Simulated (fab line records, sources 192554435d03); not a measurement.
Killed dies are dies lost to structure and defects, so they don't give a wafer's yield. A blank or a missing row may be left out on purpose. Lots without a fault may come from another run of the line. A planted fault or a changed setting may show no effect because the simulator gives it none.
Chamber matching | flow n5_finfet | N5_BEOL_M0_SAQP_SPACER1_ALD_98 on ald_sin-01: 4 sister chambers
The step deposits SiO2, target thk 12.8 nm, pulse time 1 s, purge time 2 s. 4 wafers are shown with their chamber, then 12 later ones without.

WAFERS WITH THEIR CHAMBER
wafer  | chamber | heater_power_w (W)
L082.1 | 1       | 479
L087.1 | 0       | 473
L087.3 | 2       | 468
L087.4 | 3       | 513

WAFERS WITHOUT THEIR CHAMBER
wafer  | heater_power_w (W)
L094.1 | 468
L094.5 | 440
L094.6 | 455
L095.1 | 479
L095.2 | 474
L095.3 | 448
L095.4 | 459
L095.5 | 445
L095.6 | 480
L096.1 | 446
L096.3 | 491
L096.6 | 484

WHICH CHAMBER EACH WENT THROUGH
wafer  | from the rows above               | in truth
L094.1 | can't be placed: 2 or 0 or 1      | 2
L094.5 | can't be placed: 2 or 0 or 1      | 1
L094.6 | can't be placed: 2 or 0 or 1      | 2
L095.1 | can't be placed: 1 or 0 or 2      | 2
L095.2 | can't be placed: 0 or 1 or 2      | 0
L095.3 | can't be placed: 2 or 0 or 1      | 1
L095.4 | can't be placed: 2 or 0 or 1      | 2
L095.5 | can't be placed: 2 or 0 or 1      | 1
L095.6 | can't be placed: 1 or 0 or 2      | 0
L096.1 | can't be placed: 2 or 0 or 1      | 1
L096.3 | can't be placed: 1 or 0 or 3 or 2 | 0
L096.6 | can't be placed: 1 or 0 or 2 or 3 | 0
Placed correctly: 0 of 12. Can't be placed from these rows: 12 (the true chamber is among the candidates in 12). Placed wrongly: 0.
How it was worked out, from the rows above alone: a wafer's distance from a chamber is the root of the sum, over the readings, of the square of ((its reading less the chamber's mean) divided by the reading's scatter). The wafer belongs to the nearest chamber; if the next one is less than 2 further off, it can't be placed. A chamber's mean is the mean of its shown wafers. The scatter: with one shown wafer a chamber, the root of the mean of the squares of how far each hidden wafer lies from its nearest shown one.
